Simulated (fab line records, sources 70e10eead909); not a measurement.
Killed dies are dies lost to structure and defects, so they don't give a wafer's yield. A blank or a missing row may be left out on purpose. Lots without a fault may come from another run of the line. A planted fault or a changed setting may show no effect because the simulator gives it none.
fab line records | flow nand_harc | part 2 of 2: steps 24 to 31 of 31
record lots=5 wafers=15 last_day=30
route steps=1302 shown A_STAIRCASE@777
lots that met no fault: from a run of the same line without faults
start_h: hours from the record's first day to the start of the lot's first wafer shown | wait_h: hours since the lot's step before | " the same as in the row above | L1.1+2: a row that stands for several wafers | - no value, or no start given | * or withheld: withheld | < > ~ a bound
route shown NAME@n: a module of which the file shows steps, and the number in the route of the first | usual: mean/standard deviation of fault-free wafers | same: alike in all rows | chamber/n: place in a boat | sites: the reading at each site | _std_site: their standard deviation | _edge_site: outer sites' mean less inner sites' | radius_mm: how far each site lies from the wafer's centre | mask NAME#n: copy n | behind: the tool/chamber that last shaped the wafer | hold: why the lot was held/for how many hours/how that ended | device: the transistor (n, p or np) that didn't switch | end of line: the same wafers' tests at the end of the route | a step without rows: its recipe alone | killed: dies lost to structure and defects at the first sort, not the wafer's yield | map: a wafer's dies, x killed, . not, _ none there
set.NAME: the setting as run; set.NAME@STEP: as run at that earlier step | model.NAME: the simulator's own value behind a step, which no gauge read
lots at some steps of the route; a table a step, a row a wafer
services: from which hour (start_h, from the record's first day; less than 0 if before it) a tool's chamber was out of use, for how many hours, and why
## steps
# step NHARC_A_STAIRCASE_EXPOSE_286
# recipe na=0.5 dose_mj=25.01 mask_id=CHOP_100
# usual reticle_temp_C=23.01/0.11
# columns lot.wafer tool chamber start_h wait_h mask reticle_temp_C
L078.1 krf_scanner-03 0 424.00 - CHOP_100#0 22.95
L078.3 " 0 " " CHOP_100#0 23.10
L078.6 " 0 " " CHOP_100#0 23.01
L079.1 krf_scanner-04 0 434.41 - CHOP_100#0 22.94
L079.3 " 0 " " CHOP_100#0 23.15
L079.6 " 0 " " CHOP_100#0 23.02
L087.4 krf_scanner-02 0 512.95 - CHOP_100#0 22.84
L087.5 " 0 " " CHOP_100#0 22.90
L087.6 " 0 " " CHOP_100#0 22.96
L088.2 krf_scanner-02 0 526.76 - CHOP_100#0 23.11
L088.5 " 0 " " CHOP_100#0 22.87
L088.6 " 0 " " CHOP_100#0 23.01
L090.2 krf_scanner-02 0 529.14 - CHOP_100#0 23.07
L090.5 " 0 " " CHOP_100#0 22.98
L090.6 " 0 " " CHOP_100#0 23.05
# step NHARC_A_STAIRCASE_PEB_287
# recipe peb_temp_c=115 peb_time_s=130
# usual heater_power_total_W=123.86/0.2 plate_temp_C=115.02/0.15
# columns lot.wafer tool chamber start_h wait_h heater_power_total_W plate_temp_C
L078.1 litho_track-03 0 424.07 0.1 123.71 114.68
L078.3 " 0 " " 124.01 114.75
L078.6 " 0 " " 123.35 114.73
L079.1 litho_track-05 0 434.48 0.1 123.68 114.79
L079.3 " 0 " " 123.97 115.03
L079.6 " 0 " " 124.09 114.90
L087.4 litho_track-03 0 513.01 0.0 124.02 115.05
L087.5 " 0 " " 123.72 115.05
L087.6 " 0 " " 124.09 115.01
L088.2 litho_track-05 0 526.82 0.1 124.01 115.02
L088.5 " 0 " " 123.83 115.18
L088.6 " 0 " " 123.61 115.16
L090.2 litho_track-03 0 529.20 0.1 124.03 114.95
L090.5 " 0 " " 123.82 114.81
L090.6 " 0 " " 123.53 115.01
# step NHARC_A_STAIRCASE_DEVELOP_288
# recipe time_s=140
# columns lot.wafer tool chamber start_h wait_h
L078.1+3+6 litho_track-03 0 - -
L079.1+3+6 litho_track-05 0 - -
L087.4+5+6 litho_track-03 0 - -
L088.2+5+6 litho_track-05 0 - -
L090.2+5+6 litho_track-03 0 - -
# step NHARC_A_STAIRCASE_HARDBAKE_290
# recipe temp_c=120 time_s=140
# usual heater_power_total_W=127.29/0.22
# columns lot.wafer tool chamber start_h wait_h heater_power_total_W
L078.1 litho_track-05 0 424.29 - 127.33
L078.3 " 0 " " 127.28
L078.6 " 0 " " 127.05
L079.1 litho_track-02 0 434.69 - 127.55
L079.3 " 0 " " 127.29
L079.6 " 0 " " 127.42
L087.4 litho_track-02 0 513.24 - 127.32
L087.5 " 0 " " 127.61
L087.6 " 0 " " 127.43
L088.2 litho_track-03 0 527.04 - 127.03
L088.5 " 0 " " 127.38
L088.6 " 0 " " 127.48
L090.2 litho_track-03 0 529.42 - 127.12
L090.5 " 0 " " 127.33
L090.6 " 0 " " 127.19
# step NHARC_A_STAIRCASE_DESCUM_291
# recipe time_s=3 o2_flow_sccm=200 ar_flow_sccm=0 bias_power_w=0 chemistry=O2
# usual drypump_motor_current_A=5.9/0.54 oes_product_au=1.006/0.012 rf_vpp_V=57.6/0.97 showerhead_plenum_p_Torr=1.90/0.07 throttle_valve_pct=11.311/0.0092
# columns lot.wafer tool chamber start_h wait_h drypump_motor_current_A oes_product_au rf_hours_counter_h rf_vpp_V showerhead_plenum_p_Torr throttle_valve_pct
L078.3 rie_diel-12 2 424.38 - 5.9 1.026 47 58.1 1.88 11.312
L078.1 " 0 " " 6.7 1.009 53 57.0 1.79 11.315
L078.6 " 2 " " 5.8 1.029 - 56.5 1.88 11.318
L079.3 rie_diel-09 2 434.78 - 5.5 1.002 31 58.3 1.94 11.322
L079.1 " 3 " " 6.6 1.010 32 60.0 1.99 11.307
L079.6 " 3 " " 6.6 1.014 - 56.3 1.99 11.308
L087.4 rie_diel-02 1 513.31 - 6.0 0.988 40 57.6 1.79 11.309
L087.6 " 1 " " 6.0 0.990 - 58.6 1.79 11.317
L087.5 " 2 " " 4.8 1.008 - 58.5 1.86 11.314
L088.2 rie_diel-09 0 527.14 - 5.4 0.989 5 57.3 1.90 11.306
L088.6 " 2 " " 5.5 1.010 - 58.0 1.94 11.306
L088.5 " 3 " " 6.6 1.026 - 57.2 1.98 11.333
L090.2 rie_diel-09 3 529.52 - 6.6 1.023 6 58.0 1.98 11.303
L090.5 " 2 " " 5.5 1.011 - 56.1 1.94 11.310
L090.6 " 3 " " 6.6 1.028 - 59.7 1.98 11.324
# step NHARC_A_STAIRCASE_ETCH_292
# recipe cf4_flow_sccm=100 chf3_flow_sccm=30 ar_flow_sccm=0 rf_w=500 bias_w=200 chemistry=CF4/CHF3
# usual bias_w=199.9/0.57 drypump_motor_current_A=5.8/0.52 oes_product_au=0.936/0.02 rf_vpp_V=370.2/2 showerhead_plenum_p_Torr=1.56/0.056 throttle_valve_pct=16.802/0.0091
# columns lot.wafer tool chamber start_h wait_h bias_w drypump_motor_current_A oes_product_au rf_hours_counter_h rf_vpp_V showerhead_plenum_p_Torr throttle_valve_pct
L078.1 rie_diel-12 0 424.47 0.1 198.9 6.8 0.963 53 367.5 1.48 16.806
L078.3 " 2 " " 200.1 5.9 0.980 47 369.1 1.54 16.809
L078.6 " 0 " " 199.9 6.7 0.972 - 368.1 1.48 16.800
L079.1 rie_diel-09 2 434.87 0.1 199.7 5.5 0.925 31 372.6 1.60 16.804
L079.3 " 0 " " 200.1 5.3 0.913 33 371.1 1.57 16.797
L079.6 " 2 " " 200.5 5.5 0.924 - 371.7 1.60 16.797
L087.4 rie_diel-02 1 513.48 0.2 200.1 6.1 0.915 40 367.1 1.48 16.812
L087.6 " 2 " " 200.2 4.8 0.938 - 372.2 1.53 16.810
L087.5 " 3 " " 200.9 6.0 0.928 - 368.2 1.49 16.800
L088.2 rie_diel-09 1 527.22 0.1 201.1 5.5 0.980 5 373.0 1.63 16.793
L088.6 " 0 " " 200.9 5.3 0.982 - 370.2 1.56 16.797
L088.5 " 1 " " 200.1 5.5 0.976 - 372.1 1.63 16.816
L090.2 rie_diel-09 0 529.92 0.4 199.6 5.3 0.954 6 368.3 1.56 16.800
L090.5 " 1 " " 200.0 5.5 0.950 - 371.8 1.63 16.800
L090.6 " 2 " " 200.9 5.5 0.950 - 370.0 1.59 16.800
# step NHARC_A_STAIRCASE_HM_OPEN_460
# recipe o2_flow_sccm=400 cos_flow_sccm=20 ar_flow_sccm=0 rf_w=500 bias_w=300 chemistry=O2/COS
# usual bias_w=300.0/0.92 drypump_motor_current_A=5.8/0.54 oes_product_au=1.002/0.012 rf_vpp_V=466.6/2.5 showerhead_plenum_p_Torr=3.10/0.11 throttle_valve_pct=28.330/0.0094
# columns lot.wafer tool chamber start_h wait_h bias_w drypump_motor_current_A oes_product_au rf_hours_counter_h rf_vpp_V showerhead_plenum_p_Torr throttle_valve_pct
L078.3 rie_diel-12 1 - - 299.6 6.2 1.014 46 465.8 3.05 28.335
L078.1 " 2 " " 300.4 5.8 1.018 47 466.5 3.07 28.336
L078.6 " 0 " " 299.6 6.7 0.991 - 464.0 2.93 28.342
L079.3 rie_diel-09 0 - - 298.7 5.4 0.980 33 468.0 3.12 28.335
L079.1 " 1 " " 297.7 5.5 1.006 29 470.1 3.25 28.332
L079.6 " 2 " " 299.8 5.5 1.002 - 468.5 3.17 28.316
L087.4 rie_diel-02 3 - - 301.2 6.0 1.007 36 462.3 2.97 28.336
L087.6 " 0 " " 299.1 5.6 1.011 - 461.6 2.89 28.325
L087.5 " 1 " " 301.3 6.0 0.977 - 464.2 2.94 28.320
L088.2 rie_diel-09 1 - - 299.4 5.6 0.984 5 470.2 3.24 28.334
L088.5 " 2 " " 299.2 5.5 1.017 - 468.2 3.16 28.318
L088.6 " 3 " " 300.7 6.6 1.019 - 468.2 3.22 28.331
L090.2 rie_diel-09 2 - - 299.5 5.5 1.006 6 468.6 3.16 28.333
L090.5 " 3 " " 299.8 6.6 1.013 - 469.2 3.22 28.326
L090.6 " 0 " " 299.4 5.3 0.979 - 467.3 3.11 28.355
# step NHARC_A_STAIRCASE_STRIP_461
# recipe o2_flow_sccm=400 cos_flow_sccm=20 ar_flow_sccm=0 bias_w=0 chemistry=O2/COS
# columns lot.wafer tool chamber start_h wait_h
L078.3+1+6 rie_diel-12 0,1,2 - -
L079.1+3+6 rie_diel-09 0,1,0 - -
L087.4+6+5 rie_diel-02 2,2,3 - -
L088.2+6+5 rie_diel-09 2,1,2 - -
L090.2+5+6 rie_diel-09 2,1,2 - -
## services
# columns tool chamber start_h hours kind
rie_diel-02 - 394.09 9.0 pm
krf_scanner-03 - 396.00 4.0 pm
rie_diel-12 3 397.22 12.4 repair
litho_track-02 - 402.00 7.0 pm
pecvd-02 - 408.00 13.0 pm
krf_scanner-02 - 412.59 49.0 repair
rie_diel-09 2 427.47 7.2 repair
acl_dep-02 - 430.10 13.0 pm
krf_scanner-04 - 431.64 1.5 repair
wet_bench-05 - 436.84 8.0 pm
rie_diel-12 - 449.16 9.0 pm
litho_track-03 - 450.00 7.0 pm
wet_bench-01 - 453.74 8.0 pm
krf_scanner-02 - 461.60 4.0 pm
wet_bench-03 - 467.69 1.4 repair
litho_track-05 - 474.00 7.0 pm
pecvd-03 - 475.02 1.0 repair
acl_dep-03 - 484.93 13.0 pm
acl_dep-01 - 489.15 1.1 repair
krf_scanner-04 - 491.31 0.7 repair
rie_diel-09 - 497.19 9.0 pm
krf_scanner-02 - 502.65 2.0 repair
krf_scanner-04 - 526.00 4.0 pm
rie_diel-02 1 529.22 12.6 repair
